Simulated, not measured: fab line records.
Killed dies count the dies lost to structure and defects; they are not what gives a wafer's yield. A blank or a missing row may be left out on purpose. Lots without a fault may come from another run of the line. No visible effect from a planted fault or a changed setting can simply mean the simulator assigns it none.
fab line records	flow nand_harc
record lots=6	wafers=18	last_day=23
route steps=1159 shown A_SGD_CUT@758 A_SLIT@779 END@1159
lots with no fault: from the same line, run without faults
start_h: hours from the record's first day to the start of the lot's first wafer shown	wait_h: hours elapsed since this lot's preceding step	" same as the row above	L1.1+2: one row covering several wafers at once	- either no value or no given start	* or withheld: withheld	< > ~ a bound
route shown NAME@n: NAME is a module with steps in the file, n the number in the route of the first one	usual: average and standard deviation across the fault-free wafers	same: alike in all rows	chamber/n: place in a boat	sites: the reading at each site	_std_site: their standard deviation	_edge_site: inner sites' mean taken away from outer sites' mean	radius_mm: how far each site lies from the wafer's centre	mask NAME#n: copy n	behind: the tool/chamber that last shaped the wafer	hold: cause of the lot's hold/its duration in hours/its outcome	device: the transistor (n, p or np) that didn't switch	end of line: the route-end tests of the same wafers	a step given without rows: its recipe and nothing more	killed: the dies lost at the first sort to structure and to defects; this is not the yield of the wafer	map: the dies of a wafer, with x for killed, . for not killed, _ for no die there
set.NAME: the setting as run; set.NAME@STEP: as run at that earlier step	model.NAME: the simulator's own value behind a step, which no gauge read
lots at selected steps of the route; one table per step, one row per wafer
services: a tool's chamber out of use, with start hour (start_h, from the record's first day; less than 0 if before it), hours out, and reason
## steps
# step NHARC_A_SGD_CUT_CD_MEAS_09
# recipe target_cd_nm=100	landing_energy_ev=500
# usual cd_nm=99.5/0.76
# same landing_energy_ev=500
lot.wafer	tool	chamber	start_h	wait_h	cd_nm
L748.2	cd_sem-01	0	323.31	-	99.2
L748.4	"	0	"	"	98.5
L748.6	"	0	"	"	98.2
L753.3	cd_sem-03	0	356.57	-	100.3
L753.4	"	0	"	"	100.4
L753.5	"	0	"	"	100.7
L754.1	cd_sem-01	0	368.56	-	98.1
L754.2	"	0	"	"	99.1
L754.6	"	0	"	"	100.1
L755.2	cd_sem-03	0	368.76	-	100.2
L755.3	"	0	"	"	100.5
L755.4	"	0	"	"	99.4
L758.1	cd_sem-02	0	397.16	-	99.1
L758.5	"	0	"	"	100.5
L758.6	"	0	"	"	99.3
L760.1	cd_sem-01	0	399.76	-	100.6
L760.2	"	0	"	"	100.6
L760.6	"	0	"	"	100.2
# step NHARC_A_SGD_CUT_OVL_MEAS_10
# usual overlay_x_nm=0.1/0.65	overlay_y_nm=-0.1/0.76
lot.wafer	tool	chamber	start_h	wait_h	overlay_x_nm	overlay_y_nm
L748.2	overlay-01	-	323.40	-	1.1	0.5
L748.4	"	-	"	"	1.4	-0.6
L748.6	"	-	"	"	1.5	-0.5
L753.3	overlay-02	-	356.65	-	0.6	-0.2
L753.4	"	-	"	"	-0.1	0.0
L753.5	"	-	"	"	0.6	-0.4
L754.1	overlay-02	-	368.65	-	-0.7	-1.1
L754.2	"	-	"	"	-0.8	-1.1
L754.6	"	-	"	"	-0.9	-1.1
L755.2	overlay-02	-	368.85	-	0.7	-0.2
L755.3	"	-	"	"	0.7	0.1
L755.4	"	-	"	"	0.8	-0.4
L758.1	overlay-02	-	397.25	-	-0.9	-0.8
L758.5	"	-	"	"	-0.1	-0.9
L758.6	"	-	"	"	-0.1	-0.7
L760.1	overlay-02	-	399.85	-	0.5	0.3
L760.2	"	-	"	"	0.5	0.7
L760.6	"	-	"	"	0.3	0.8
# step NHARC_A_SGD_CUT_INSPECT_11
# usual raw_defect_count=21/13
lot.wafer	tool	chamber	start_h	wait_h	raw_defect_count
L748.2	defect_inspect-01	-	323.43	0.0	6
L748.4	"	-	"	"	4
L748.6	"	-	"	"	4
L753.3	defect_inspect-02	-	356.69	0.0	7
L753.4	"	-	"	"	6
L753.5	"	-	"	"	8
L754.1	defect_inspect-02	-	368.68	0.0	12
L754.2	"	-	"	"	14
L754.6	"	-	"	"	7
L755.2	defect_inspect-01	-	368.88	0.0	36
L755.3	"	-	"	"	18
L755.4	"	-	"	"	33
L758.1	defect_inspect-01	-	397.28	0.0	9
L758.5	"	-	"	"	15
L758.6	"	-	"	"	17
L760.1	defect_inspect-01	-	399.88	0.0	9
L760.2	"	-	"	"	15
L760.6	"	-	"	"	11
# step NHARC_A_SGD_CUT_DESCUM_14
# recipe time_s=3	o2_flow_sccm=200	ar_flow_sccm=0	bias_power_w=0	chemistry=O2
# usual drypump_motor_current_A=5.8/0.48	oes_product_au=1.005/0.011	rf_vpp_V=57.6/0.96	showerhead_plenum_p_Torr=1.89/0.097	throttle_valve_pct=11.312/0.0094
lot.wafer	tool	chamber	start_h	wait_h	drypump_motor_current_A	oes_product_au	rf_hours_counter_h	rf_vpp_V	showerhead_plenum_p_Torr	throttle_valve_pct
L748.4	rie_diel-09	0	323.51	0.1	5.7	1.016	7	58.2	1.85	11.315
L748.2	"	1	"	"	5.1	0.998	7	58.1	1.87	11.295
L748.6	"	2	"	"	5.1	1.009	-	56.3	1.82	11.300
L753.3	rie_diel-03	0	356.75	0.1	5.9	1.029	15	58.1	1.93	11.317
L753.4	"	1	"	"	5.7	1.021	15	57.0	1.78	11.330
L753.5	"	0	"	"	6.0	1.017	-	58.1	1.93	11.299
L754.1	rie_diel-09	1	368.75	0.1	5.0	1.000	10	56.0	1.86	11.297
L754.2	"	2	"	"	5.1	1.001	8	56.9	1.81	11.309
L754.6	"	0	"	"	5.7	1.008	-	57.3	1.84	11.324
L755.2	rie_diel-03	2	368.95	0.1	5.6	1.001	15	57.3	1.92	11.319
L755.4	"	3	"	"	6.0	1.013	16	57.0	1.78	11.300
L755.3	"	0	"	"	6.0	1.020	15	57.5	1.93	11.318
L758.1	rie_diel-09	2	397.35	0.1	5.0	1.009	11	57.1	1.81	11.316
L758.5	"	2	"	"	5.0	1.008	-	57.0	1.81	11.304
L758.6	"	3	"	"	6.5	0.995	-	56.6	1.80	11.326
L760.2	rie_diel-06	2	399.94	0.1	5.9	0.995	10	58.0	2.05	11.308
L760.1	"	3	"	"	6.5	1.007	8	57.8	2.04	11.308
L760.6	"	2	"	"	6.0	0.985	-	58.3	2.05	11.314
# step NHARC_A_SGD_CUT_ETCH_58
# recipe target_depth_a=390	over_etch_frac=0.3	time_s=65	ion_energy_ev=80	cf4_flow_sccm=150	ar_flow_sccm=0	rf_w=300	bias_w=100	chemistry=CF4
# step NHARC_A_SGD_CUT_ETCH_59
# recipe target_depth_a=2600	over_etch_frac=0.25	time_s=406.25	ion_energy_ev=200	n2_flow_sccm=150	h2_flow_sccm=150	ar_flow_sccm=0	rf_w=400	bias_w=150	chemistry=N2/H2
# step NHARC_A_SGD_CUT_ETCH_15
# recipe target_depth_a=750	time_s=64.3	ch3f_flow_sccm=50	o2_flow_sccm=30	ar_flow_sccm=200	rf_w=500	bias_w=100	chemistry=CH3F/O2
# step NHARC_A_SGD_CUT_ETCH_16
# recipe target_depth_a=3105	time_s=155.2	c4f8_flow_sccm=withheld	o2_flow_sccm=8	ar_flow_sccm=withheld	rf_w=600	bias_w=800	chemistry=C4F8/O2/Ar
# usual oes_product_au=0.979/0.015	rf_vpp_V=722/5
lot.wafer	tool	chamber	start_h	wait_h	oes_product_au	rf_hours_counter_h	rf_vpp_V
L748.4	rie_diel-09	1	-	-	0.984	7	721
L748.2	"	2	"	"	0.987	5	719
L748.6	"	3	"	"	0.968	-	718
L753.3	rie_diel-03	2	-	-	0.957	15	724
L753.4	"	0	"	"	0.982	15	722
L753.5	"	3	"	"	0.983	-	718
L754.2	rie_diel-09	1	-	-	0.976	10	722
L754.1	"	2	"	"	0.983	8	718
L754.6	"	2	"	"	0.977	-	719
L755.3	rie_diel-03	0	-	-	1.003	15	724
L755.4	"	1	"	"	0.987	15	715
L755.2	"	2	"	"	0.974	15	723
L758.1	rie_diel-09	3	-	-	0.958	14	719
L758.5	"	1	"	"	0.987	-	720
L758.6	"	2	"	"	0.979	-	717
L760.2	rie_diel-06	2	-	-	0.966	10	730
L760.1	"	3	"	"	0.982	8	731
L760.6	"	2	"	"	0.964	-	730
# step NHARC_A_SGD_CUT_STRIP_60
# recipe c4f8_flow_sccm=withheld	o2_flow_sccm=8	ar_flow_sccm=withheld	bias_w=0	chemistry=C4F8/O2/Ar
# step NHARC_A_SGD_CUT_STRIP_17
# recipe o2_flow_sccm=500	ar_flow_sccm=0	bias_w=0	chemistry=O2
# usual drypump_motor_current_A=5.8/0.46	oes_product_au=1.004/0.011	rf_vpp_V=57.7/0.94	showerhead_plenum_p_Torr=3.49/0.16	throttle_valve_pct=17.037/0.0099
lot.wafer	tool	chamber	start_h	wait_h	drypump_motor_current_A	oes_product_au	rf_hours_counter_h	rf_vpp_V	showerhead_plenum_p_Torr	throttle_valve_pct
L748.2	rie_diel-09	1	-	-	5.0	0.991	7	56.7	3.45	17.047
L748.4	"	2	"	"	5.1	1.022	5	56.1	3.36	17.037
L748.6	"	2	"	"	5.1	1.012	-	58.2	3.36	17.037
L753.3	rie_diel-03	1	-	-	5.7	1.018	15	57.8	3.30	17.049
L753.4	"	2	"	"	5.7	0.997	15	59.4	3.54	17.041
L753.5	"	1	"	"	5.7	1.005	-	56.6	3.30	17.055
L754.1	rie_diel-09	3	-	-	6.5	0.983	10	58.3	3.34	17.051
L754.2	"	1	"	"	5.1	1.005	11	56.9	3.44	17.030
L754.6	"	3	"	"	6.5	0.999	-	58.4	3.34	17.025
L755.2	rie_diel-03	3	-	-	6.0	0.998	16	57.8	3.31	17.045
L755.3	"	0	"	"	6.0	1.016	16	58.1	3.55	17.038
L755.4	"	2	"	"	5.6	0.996	15	57.6	3.54	17.034
L758.1	rie_diel-09	3	-	-	6.5	0.995	14	56.6	3.34	17.047
L758.5	"	1	"	"	5.1	1.002	-	58.6	3.44	17.043
L758.6	"	2	"	"	5.1	1.002	-	57.4	3.36	17.037
L760.1	rie_diel-06	0	-	-	5.3	1.008	10	56.6	3.66	17.048
L760.2	"	3	"	"	6.5	1.005	8	57.2	3.75	17.036
L760.6	"	2	"	"	6.0	0.994	-	59.1	3.76	17.039
# step NHARC_A_SGD_CUT_PRECLEAN_18
# recipe time_s=*	temp_c=50	bath_age_min=0	chemistry=SC1
# step NHARC_A_SGD_CUT_SRD_19
# step NHARC_A_SGD_CUT_DEP_20
# recipe target_thk_a=1500	temp_c=65	material=SiO2
# usual susceptor_temp_C=65.02/0.11
lot.wafer	tool	chamber	start_h	wait_h	susceptor_temp_C
L748.2	fcvd-01	1	324.64	-	64.90
L748.4	"	0	"	"	65.01
L748.6	"	1	"	"	64.92
L753.4	fcvd-01	0	357.92	-	64.77
L753.3	"	1	"	"	65.13
L753.5	"	0	"	"	64.93
L754.1	fcvd-01	0	369.87	-	-
L754.2	"	1	"	"	-
L754.6	"	1	"	"	-
L755.2	fcvd-02	0	370.32	-	65.13
L755.3	"	1	"	"	65.00
L755.4	"	0	"	"	65.03
L758.1	fcvd-01	0	398.49	-	-
L758.5	"	1	"	"	-
L758.6	"	0	"	"	-
L760.1	fcvd-01	1	401.23	-	65.23
L760.2	"	0	"	"	65.02
L760.6	"	1	"	"	65.04
# step NHARC_A_SGD_CUT_ANNEAL_27
# recipe temp_c=450	time_s=1800
# step NHARC_A_SGD_CUT_CMP_21
# recipe target_thk_nm=148.19
# step NHARC_A_SGD_CUT_THK_MEAS_22
# recipe thk_meas_gauge=ellipsometry
# usual thk_nm=148.5/1.9
lot.wafer	tool	chamber	start_h	wait_h	thk_nm
L748.2	film_metro-01	-	329.45	0.2	149.5
L748.4	"	-	"	"	146.8
L748.6	"	-	"	"	146.2
L753.3	film_metro-02	-	362.47	0.2	150.5
L753.4	"	-	"	"	149.5
L753.5	"	-	"	"	148.4
L754.1	film_metro-01	-	376.12	0.2	150.2
L754.2	"	-	"	"	149.9
L754.6	"	-	"	"	148.1
L755.2	film_metro-02	-	376.12	0.2	150.0
L755.3	"	-	"	"	146.7
L755.4	"	-	"	"	149.3
L760.1	film_metro-01	-	403.32	0.2	148.8
L760.2	"	-	"	"	148.3
L760.6	"	-	"	"	151.3
L758.1	film_metro-01	-	403.47	0.2	151.0
L758.5	"	-	"	"	150.5
L758.6	"	-	"	"	148.5
# step NHARC_A_SGD_CUT_SRD_23
# step NHARC_A_SGD_CUT_ETCH_26
# recipe target_depth_a=458	chemistry=dHF	material=SiO2
# step NHARC_A_SGD_CUT_ETCHBACK_24
# recipe target_depth_a=500	over_etch_frac=0.3	time_s=92.857	ion_energy_ev=120	ch3f_flow_sccm=50	o2_flow_sccm=30	ar_flow_sccm=200	rf_w=500	bias_w=100	chemistry=CH3F/O2
# step NHARC_A_SGD_CUT_STRIP_28
# recipe time_s=20	o2_flow_sccm=500	ar_flow_sccm=0	bias_w=0	chemistry=O2
# step NHARC_A_SLIT_DEP_25
# recipe target_thk_a=2000	temp_c=400	pressure_torr=6.5	rf_w=900	teos_flow_sccm=161.4	flow_sccm=2650	target_thk_nm=200	gas=O2	material=SiO2
# step NHARC_A_SLIT_DEP_00
# recipe target_thk_a=32000	temp_c=400	material=aC
# usual susceptor_temp_C=400.03/0.23	throttle_valve_pct=34.999/0.009
lot.wafer	tool	chamber	start_h	wait_h	susceptor_temp_C	throttle_valve_pct
L748.2	acl_dep-02	0	330.69	-	400.20	34.996
L748.4	"	0	"	"	400.30	34.994
L748.6	"	0	"	"	399.91	34.996
L753.3	acl_dep-02	0	368.62	-	399.99	35.004
L753.4	"	0	"	"	400.25	34.995
L753.5	"	0	"	"	400.32	34.986
L755.2	acl_dep-03	0	379.80	-	-	35.011
L755.3	"	0	"	"	-	34.991
L755.4	"	0	"	"	-	34.981
L754.1	acl_dep-02	0	379.96	-	399.62	35.001
L754.2	"	0	"	"	399.93	35.008
L754.6	"	0	381.59	-	400.00	34.998
L760.1	acl_dep-01	0	404.63	0.4	399.75	34.985
L760.2	"	0	"	"	400.28	35.002
L760.6	"	0	406.28	1.8	400.05	35.009
L758.1	acl_dep-02	0	406.39	1.8	-	35.005
L758.5	"	0	407.70	2.8	-	35.007
L758.6	"	0	"	"	-	34.999
# step NHARC_A_SLIT_DEP_23
# recipe target_thk_a=1000	target_thk_nm=100	temp_c=400	pressure_torr=3.5	flow_sccm=200	rf_w=350	material=SiON
# usual heater_power_w=739/100	susceptor_temp_C=400.02/0.22
lot.wafer	tool	chamber	start_h	wait_h	heater_power_w	susceptor_temp_C
L748.2	pecvd-02	0	332.37	1.4	650	400.21
L748.4	"	2	"	"	824	399.98
L748.6	"	1	"	"	655	399.96
L753.3	pecvd-01	0	370.00	1.0	656	399.70
L753.4	"	0	"	"	654	399.92
L753.5	"	1	"	"	663	400.43
L755.3	pecvd-01	0	381.45	1.0	700	399.95
L755.2	"	1	"	"	713	400.20
L755.4	"	1	"	"	710	399.92
L754.2	pecvd-02	1	381.97	1.4	734	399.92
L754.1	"	2	"	"	876	400.62
L754.6	"	1	"	"	732	400.05
L760.1	pecvd-02	2	406.63	1.7	912	400.18
L760.2	"	0	"	"	675	400.16
L760.6	"	0	"	"	684	399.94
L758.1	pecvd-04	2	408.37	1.6	672	400.37
L758.6	"	2	"	"	684	399.71
L758.5	"	1	"	"	916	399.80
# step NHARC_A_SLIT_DEHYDRATE_01
# recipe temp_c=150	time_s=120
# step NHARC_A_SLIT_HMDS_02
# recipe time_s=30
# step NHARC_A_SLIT_COAT_03
# recipe spin_rpm=1500	resist_thk_nm=90
# step NHARC_A_SLIT_SOFTBAKE_04
# recipe temp_c=105	time_s=55
# step NHARC_A_SLIT_EBR_05
# step NHARC_A_SLIT_EXPOSE_06
# recipe na=1.35	dose_mj=60.82	mask_id=SLIT
# step NHARC_A_SLIT_PEB_07
# recipe peb_temp_c=100	peb_time_s=65
# step NHARC_A_SLIT_DEVELOP_08
# recipe develop_time_s=35	dev_temp_c=23
# step NHARC_A_SLIT_CD_MEAS_09
# recipe target_cd_nm=300	landing_energy_ev=500
# usual cd_nm=300.3/0.63
# same landing_energy_ev=500
lot.wafer	tool	chamber	start_h	wait_h	cd_nm
L748.2	cd_sem-01	0	333.12	-	301.5
L748.4	"	0	"	"	300.9
L748.6	"	0	"	"	300.8
L753.3	cd_sem-03	0	370.65	-	300.1
L753.4	"	0	"	"	301.0
L753.5	"	0	"	"	301.6
L755.2	cd_sem-01	0	382.14	-	300.5
L755.3	"	0	"	"	300.4
L755.4	"	0	"	"	300.1
L754.1	cd_sem-01	0	382.62	-	300.6
L754.2	"	0	"	"	300.5
L754.6	"	0	"	"	300.4
L760.1	cd_sem-02	0	407.45	-	300.7
L760.2	"	0	"	"	300.4
L760.6	"	0	"	"	301.2
L758.1	cd_sem-02	0	408.93	-	300.7
L758.5	"	0	"	"	299.8
L758.6	"	0	"	"	300.7
# step NHARC_A_SLIT_OVL_MEAS_10
# usual overlay_x_nm=0.0/0.79	overlay_y_nm=-0.1/0.91
lot.wafer	tool	chamber	start_h	wait_h	overlay_x_nm	overlay_y_nm
L748.2	overlay-02	-	333.21	-	-1.6	2.1
L748.4	"	-	"	"	-1.6	1.9
L748.6	"	-	"	"	-1.0	2.7
L753.3	overlay-02	-	370.74	-	1.6	-0.2
L753.4	"	-	"	"	1.1	0.1
L753.5	"	-	"	"	0.4	-0.1
L755.2	overlay-02	-	382.23	-	-0.1	0.8
L755.3	"	-	"	"	-0.2	1.0
L755.4	"	-	"	"	-0.3	0.5
L754.1	overlay-02	-	382.71	-	-1.7	0.8
L754.2	"	-	"	"	-1.3	1.0
L754.6	"	-	"	"	-1.3	1.0
L760.1	overlay-02	-	407.54	-	-1.0	-0.1
L760.2	"	-	"	"	0.0	-0.4
L760.6	"	-	"	"	-0.6	-0.3
L758.1	overlay-01	-	409.01	-	-0.4	-0.6
L758.5	"	-	"	"	-0.8	-0.6
L758.6	"	-	"	"	-0.8	-0.4
# step NHARC_A_SLIT_DESCUM_14
# recipe time_s=3	o2_flow_sccm=200	ar_flow_sccm=0	bias_power_w=0	chemistry=O2
# step NHARC_A_SLIT_ETCH_24
# recipe target_depth_a=1210	time_s=60.5	cf4_flow_sccm=100	chf3_flow_sccm=30	ar_flow_sccm=0	rf_w=500	bias_w=200	chemistry=CF4/CHF3
# step NHARC_A_SLIT_ETCH_15
# recipe target_depth_a=32000	over_etch_frac=0.3	time_s=832	ion_energy_ev=150	o2_flow_sccm=400	cos_flow_sccm=20	ar_flow_sccm=0	rf_w=500	bias_w=300	chemistry=O2/COS
# step NHARC_A_SLIT_ETCH_17
# recipe bias_v=900	source_w=withheld	pressure_mtorr=20	ar_flow_sccm=375	c4f8_flow_sccm=83.3	o2_flow_sccm=41.7	time_s=1687.5	target_depth_a=1.01e+05	chemistry=C4F8/O2/Ar
# step NHARC_A_SLIT_ETCH_26
# recipe bias_v=400	source_w=2000	pressure_mtorr=25	time_s=90	ar_flow_sccm=375	c4f8_flow_sccm=41.7	o2_flow_sccm=83.3	target_depth_a=4000	chemistry=C4F8/O2/Ar
# step NHARC_A_SLIT_STRIP_28
# recipe o2_flow_sccm=400	cos_flow_sccm=20	ar_flow_sccm=0	bias_w=0	chemistry=O2/COS
# step NHARC_A_SLIT_ETCH_29
# recipe target_depth_a=1000	overetch_a=100	time_s=55	ion_energy_ev=100	cf4_flow_sccm=80	o2_flow_sccm=20	ar_flow_sccm=0	rf_w=300	bias_w=100	chemistry=CF4/O2
# step NHARC_END_SORT_01
# recipe temp_c=25
# usual killed_at_array=28/11	killed_at_other=0.7/0.88	killed_at_periphery=3.1/2.2	killed_dies=31/12	killed_open=3.3/2	killed_short=2.0/1.6
# same gross_dies=677
lot.wafer	tool	chamber	start_h	wait_h	killed_at_array	killed_at_other	killed_at_periphery	killed_dies	killed_open	killed_short
L758.1	prober-01	0	517.59	2.5	107	0	2	109	3	0
L758.5	prober-01	0	520.74	3.6	30	0	3	33	4	3
L758.6	prober-01	0	521.53	3.9	101	0	0	101	1	0
L760.2	prober-02	0	544.88	2.8	99	0	1	100	6	1
# killed by level:class
L758.1 A_SGD_CUT:unspecified=84 A_SLIT:chamber_film_flake=14 A_STAIRCASE:chamber_film_flake=3 A_CHANNEL_HOLE_D1:chamber_film_flake=2 P_GATE:geometric_particle:open=1 A_CHANNEL_HOLE_D1:geometric_particle:open=1 A_WL_FILL:geometric_particle:open=1 P_GATE:chamber_film_flake=1
L758.5 A_CHANNEL_HOLE_D1:chamber_film_flake=10 A_SLIT:chamber_film_flake=7 A_ONON_D1:geometric_particle:open=3 A_WL_FILL:geometric_particle:short=2 P_STI:chamber_film_flake=2 A_STAIRCASE:chamber_film_flake=2 A_CONTACT:chamber_film_flake=2 A_M1:chamber_film_flake=2
L758.6 A_SGD_CUT:unspecified=78 A_SLIT:chamber_film_flake=8 A_STAIRCASE:chamber_film_flake=6 A_CHANNEL_HOLE_D1:chamber_film_flake=5 A_CHANNEL_FILL_D1:chamber_film_flake=2 A_CONTACT:geometric_particle:open=1 A_CONTACT:chamber_film_flake=1
L760.2 A_SGD_CUT:unspecified=77 A_CONTACT:chamber_film_flake=6 A_CHANNEL_HOLE_D1:chamber_film_flake=5 A_STAIRCASE:chamber_film_flake=4 A_CONTACT:geometric_particle:open=3 P_M0:geometric_particle:open=1 A_WL_FILL:geometric_particle:open=1 A_CONTACT:geometric_particle:short=1
# map L758.1 (x killed, . not)
____________x____________
_________xxxxxx._________
_______xxxxxxxx.x._______
______xxxxxxxxxx...______
_____..xxxxxxxxx...._____
____..xxxxxxxxxx.....____
____..xxxxxxxxx......____
___....xxxxxxxxx.....x___
___....xxxxxxxx.......___
__.....xxxxxx.x.......x__
__........xxx..........__
_.......xx.x............_
_..........x............_
_......................._
_......................._
_......................._
...................x.x...
.........................
........................x
....................x....
.....................xxx.
_....................xxx_
_.....................xx_
_..................x...x_
_..............x.....xxx_
_......................._
__..............x....x.__
__.....................__
___...x...............___
___.........x.........___
____.................____
____.................____
_____..............._____
______.............______
_______..........._______
_________......._________
____________.____________
# map L760.2 (x killed, . not)
____________x____________
_________xxxxx.._________
_______xxxxxxx.x.._______
______.xxxxxxxx.x..______
_____x.xxxxxxxx....._____
____x..xxxxxxxx......____
____..xxxxxxxxxx.....____
___....xxxxxxxx.......___
___....xxxxxxxx.......___
__......xxxxx.x........__
__.......xxxx..........__
_...........x..........._
_.............x......x.._
_......................._
_......................._
_.............xx......x._
.........................
...............x.........
.............x.......x...
......................x..
...............x.....x..x
_...................x..._
_...........x..........._
_.....................xx_
_.x....................x_
_................x......_
__...x.............x...__
__.....................__
___...................___
___x..................___
____.................____
____.................____
_____..............._____
______.............______
_______..........._______
_________......._________
____________.____________
## services
tool	chamber	start_h	hours	kind
rie_diel-09	0	312.31	-	clean
rie_diel-09	1	312.31	-	clean
rie_diel-09	2	312.31	-	clean
rie_diel-09	3	312.31	-	clean
rie_diel-03	2	325.88	2.7	repair
pecvd-02	-	334.02	13.0	pm
rie_diel-09	0	336.81	-	clean
pecvd-04	2	343.94	6.3	repair
pecvd-04	0	347.41	11.8	repair
acl_dep-02	-	350.18	13.0	pm
fcvd-01	1	354.47	2.1	repair
rie_diel-06	1	354.61	79.9	repair
rie_diel-06	-	356.93	1.1	repair
fcvd-01	-	358.65	0.2	repair
pecvd-04	-	369.54	2.7	repair
fcvd-01	0	373.67	12.2	repair
fcvd-02	-	376.00	13.0	pm
pecvd-04	-	376.11	13.0	pm
rie_diel-06	3	382.19	3.6	repair
rie_diel-06	3	388.27	8.5	repair
rie_diel-03	-	392.30	9.0	pm
pecvd-02	1	400.68	11.8	repair
acl_dep-03	-	408.29	13.0	pm
fcvd-02	-	408.41	0.5	repair
## key
first_sign step=NHARC_END_SORT_01	reading=killed_at_array	direction=up	sigmas=6.6	usual=28	struck=102
effect step=NHARC_END_SORT_01	reading=killed_dies	direction=up	sigmas=6	usual=31	struck=103
more_kills_born_at NHARC_A_SGD_CUT_DEP_20@fcvd-01=239
met_at NHARC_A_SGD_CUT_DEP_20
struck_wafers L758.1,L758.6,L760.2
tester_left_out L758,L760
onset_between 369.87 398.49
fault kind=chamber_particle_source	tool=fcvd-01	chamber=0	onset_h=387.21	steps=NHARC_A_SGD_CUT_DEP_20	rate_per_visit_cm2=1.1811	end_h=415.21
# tester_left_out: of these lots the tester's yield and bins aren't shown, on N5 and GAA mostly nor the transistor test; their killed dies are dies lost to structure and defects alone, not to doping, threshold or leakage, so they don't give the yield
